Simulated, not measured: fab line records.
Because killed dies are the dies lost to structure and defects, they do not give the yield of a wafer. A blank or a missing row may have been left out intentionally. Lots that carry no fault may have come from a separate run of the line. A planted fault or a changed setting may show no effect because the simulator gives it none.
Split-lot study | flow n5Finfet | 39 wafers read from 7 lots, route of 1938 steps

## THE SPLIT ITSELF
At N5_MOL_CONTACT_COAG_CONTACT_ETCH_14 (etches SiO2 in C4F6/O2, target depth 27.5 nm, overetch 8.5 nm, time 20 s), the setting sourceW was moved away from the recipe's 370 W on 15 of the 39 wafers read, by -16.7% to +14.3%. All remaining wafers had this setting at the recipe value.

Reading taken at the split's own step.

## THE READING
rfVppV, in V, at N5_MOL_CONTACT_COAG_CONTACT_ETCH_14 (etches SiO2 in C4F6/O2, target depth 27.5 nm, overetch 8.5 nm, time 20 s). On this fab line, fault-free wafers typically give 694.3 V with a standard deviation of 2.6 V.

wafer  | tool, chamber at the split | sourceW as run, W | against the recipe | rfVppV, V | against lot-mates on the recipe
L075.1 | rieDiel-04, 0              | 370               | recipe             | 694.8     | -
L075.2 | rieDiel-04, 1              | 345.5             | -6.6%              | 708.9     | +14.3
L075.3 | rieDiel-04, 2              | 345.5             | -6.6%              | 709.5     | +14.9
L075.4 | rieDiel-04, 3              | 370               | recipe             | 694.7     | -
L075.5 | rieDiel-04, 0              | 370               | recipe             | 694.3     | -
L075.6 | rieDiel-04, 3              | 345.5             | -6.6%              | 709.3     | +14.7
L081.1 | rieDiel-05, 3              | 370               | recipe             | 691.5     | -
L081.2 | rieDiel-05, 1              | 370               | recipe             | 696.7     | -
L081.3 | rieDiel-05, 2              | 370               | recipe             | 696.5     | -
L084.1 | rieDiel-05, 2              | 400.5             | +8.2%              | 681.1     | -13.8
L084.2 | rieDiel-05, 3              | 370               | recipe             | 692.5     | -
L084.3 | rieDiel-05, 1              | 400.5             | +8.2%              | 681.8     | -13.1
L084.4 | rieDiel-05, 0              | 400.5             | +8.2%              | 682.2     | -12.7
L084.5 | rieDiel-05, 3              | 370               | recipe             | 692.2     | -
L084.6 | rieDiel-05, 0              | 370               | recipe             | 700.0     | -
L086.1 | rieDiel-05, 2              | 370               | recipe             | 695.2     | -
L086.2 | rieDiel-05, 0              | 370               | recipe             | 698.8     | -
L086.3 | rieDiel-05, 1              | 370               | recipe             | 695.9     | -
L086.4 | rieDiel-05, 3              | 370               | recipe             | 692.2     | -
L086.5 | rieDiel-05, 2              | 370               | recipe             | 693.0     | -
L086.6 | rieDiel-05, 3              | 370               | recipe             | 690.2     | -
L087.1 | rieDiel-04, 2              | 336.9             | -8.9%              | 714.1     | +20.2
L087.2 | rieDiel-04, 3              | 336.9             | -8.9%              | 716.3     | +22.4
L087.3 | rieDiel-04, 0              | 336.9             | -8.9%              | 718.5     | +24.6
L087.4 | rieDiel-04, 1              | 370               | recipe             | 693.7     | -
L087.5 | rieDiel-04, 0              | 370               | recipe             | 693.3     | -
L087.6 | rieDiel-04, 1              | 370               | recipe             | 694.7     | -
L095.1 | rieDiel-06, 3              | 370               | recipe             | 688.1     | -
L095.2 | rieDiel-06, 1              | 370               | recipe             | 698.3     | -
L095.3 | rieDiel-06, 2              | 308.3             | -16.7%             | 728.0     | +36.5
L095.4 | rieDiel-06, 0              | 308.3             | -16.7%             | 730.1     | +38.6
L095.5 | rieDiel-06, 0              | 308.3             | -16.7%             | 729.9     | +38.4
L095.6 | rieDiel-06, 3              | 370               | recipe             | 688.0     | -
L096.1 | rieDiel-05, 1              | 370               | recipe             | 696.6     | -
L096.2 | rieDiel-05, 0              | 370               | recipe             | 698.6     | -
L096.3 | rieDiel-05, 2              | 422.9             | +14.3%             | 669.2     | -28.2
L096.4 | rieDiel-05, 0              | 422.9             | +14.3%             | 670.1     | -27.3
L096.5 | rieDiel-05, 2              | 422.9             | +14.3%             | 668.2     | -29.2
L096.6 | rieDiel-05, 1              | 370               | recipe             | 696.9     | -

THE FIT
A straight line over all 39 wafers: rfVppV changes by -1.97 V for each +1% of sourceW; r = -0.98; the points scatter about the line by 3 V.
The same after taking each lot's own level away (the mean of its wafers on the recipe; 39 wafers): -2.12 V for each +1%; r = -0.99; scatter 2.7 V.
Per that fit: largest sourceW move, reading shift of 35 V.
Across the lots, their own levels run from 691.47 to 697.37 V, a range of 2.3 times the standard deviation given above.
Hence the lot-to-lot level has little effect on the slope; both slopes agree.
Check: +36.4 V against its lot-mates is what the line predicts for one of the wafers moved furthest among these (-16.7%) when that wafer is left out of the fit. Against them it came out at +36.5 V.
Tool readings at the split's step, against how far the setting was moved: rfVppV r = -0.98.

## THESE WAFERS: OTHER SPLITS
Before the reading, these wafers also passed through other splits. Each is held against what the fit with the lots' levels taken away leaves over:
other split on the same wafers     | wafers away from the commonest value | r with rfVppV (lot level and that fit taken away)
N5_FIN_SAQP_ETCH_34 sourceW        | 9                                    | -0.07
N5_DUMMY_GATE_ETCH_31 targetDepthA | 12                                   | +0.21
N5_GATE_CUT_CUT_ETCH_53 icpW       | 12                                   | +0.12

## FILE'S OWN FIT
rfVppV changes by -2.14 V for each +1% of sourceW, r = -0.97.
